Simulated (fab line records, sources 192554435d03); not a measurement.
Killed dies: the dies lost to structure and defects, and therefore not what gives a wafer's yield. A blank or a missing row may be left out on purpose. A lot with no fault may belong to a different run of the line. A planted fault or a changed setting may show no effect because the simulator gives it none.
Matching of chambers + flow n5_finfet + 4 sister chambers for N5_BEOL_M8_ALD_77 on ald_metal-03
The step deposits TaN, target thk 2 nm, pulse time 2 s, purge time 3 s. 4 wafers are shown with their chamber, then 8 later ones without.

WAFERS, EACH WITH ITS CHAMBER
| wafer  | chamber | heater_power_w (W) |
|--------|---------|--------------------|
| L088.2 | 2       | 391                |
| L089.4 | 3       | 333                |
| L087.5 | 0       | 397                |
| L094.2 | 1       | 430                |

WAFERS MISSING THEIR CHAMBER
| wafer  | heater_power_w (W) |
|--------|--------------------|
| L094.5 | 389                |
| L094.6 | 349                |
| L093.1 | 386                |
| L093.4 | 391                |
| L093.5 | 392                |
| L097.1 | 400                |
| L097.2 | 394                |
| L097.5 | 400                |

WHICH CHAMBER EACH ONE RAN IN
| wafer  | from the rows above     | in truth |
|--------|-------------------------|----------|
| L094.5 | can't be placed: 2 or 0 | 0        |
| L094.6 | 3                       | 3        |
| L093.1 | can't be placed: 2 or 0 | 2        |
| L093.4 | can't be placed: 2 or 0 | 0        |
| L093.5 | can't be placed: 2 or 0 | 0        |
| L097.1 | can't be placed: 0 or 2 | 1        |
| L097.2 | can't be placed: 0 or 2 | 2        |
| L097.5 | can't be placed: 0 or 2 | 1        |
Correctly placed: 1 of 8. From these rows, 7 cannot be placed; in 5 the true chamber is one of the candidates. 0 placed wrongly.
How it was worked out, from the rows above alone: a wafer's distance from a chamber is the root of the sum, over the readings, of the square of ((its reading less the chamber's mean) divided by the reading's scatter). The wafer belongs to the nearest chamber; if the next one is less than 2 further off, it can't be placed. The mean given for a chamber averages the wafers shown for that chamber. The scatter (one wafer shown for each chamber): square how far every hidden wafer sits from the nearest shown wafer, average those squares and take the square root.
